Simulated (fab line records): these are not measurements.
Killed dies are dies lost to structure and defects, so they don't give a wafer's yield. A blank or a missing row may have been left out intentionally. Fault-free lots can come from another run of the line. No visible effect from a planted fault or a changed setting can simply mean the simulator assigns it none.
Matching of chambers + flow n5Finfet + cvdCo-02 running N5_MOL_CONTACT_COAG_CO_FILL_22: 3 sister chambers
The step material Co, precursor CCTBA/H2, target thk 20 nm. 6 wafers are shown with their chamber, then 10 later ones without.

EACH WAFER AND ITS CHAMBER
| wafer  | chamber | heaterPowerW (W) |
|--------|---------|------------------|
| L088.5 | 0       | 206              |
| L089.1 | 2       | 239              |
| L089.5 | 2       | 240              |
| L089.6 | 1       | 294              |
| L090.1 | 0       | 213              |
| L090.2 | 1       | 297              |

WAFERS MISSING THEIR CHAMBER
| wafer  | heaterPowerW (W) |
|--------|------------------|
| L090.5 | 241              |
| L095.2 | 248              |
| L095.3 | 302              |
| L095.5 | 215              |
| L096.1 | 302              |
| L096.2 | 243              |
| L096.4 | 242              |
| L097.1 | 244              |
| L097.4 | 215              |
| L097.6 | 298              |

EACH ONE'S CHAMBER
| wafer  | from the rows above | in truth |
|--------|---------------------|----------|
| L090.5 | 2                   | 2        |
| L095.2 | 2                   | 2        |
| L095.3 | 1                   | 1        |
| L095.5 | 0                   | 0        |
| L096.1 | 1                   | 1        |
| L096.2 | 2                   | 2        |
| L096.4 | 2                   | 2        |
| L097.1 | 2                   | 2        |
| L097.4 | 0                   | 0        |
| L097.6 | 1                   | 1        |
10 of 10 placed correctly. From these rows, 0 cannot be placed. 0 placed wrongly.
How it was worked out, from the rows above alone: a wafer's distance from a chamber is the root of the sum, over the readings, of the square of ((its reading less the chamber's mean) divided by the reading's scatter). If the next closest chamber is less than 2 further off than the closest, the wafer can't be placed; otherwise it belongs to the closest. A chamber's mean is the mean of its shown wafers. The scatter: the root of (the sum of the squares of (reading less its chamber's mean) over the shown wafers, divided by (wafers less chambers)).
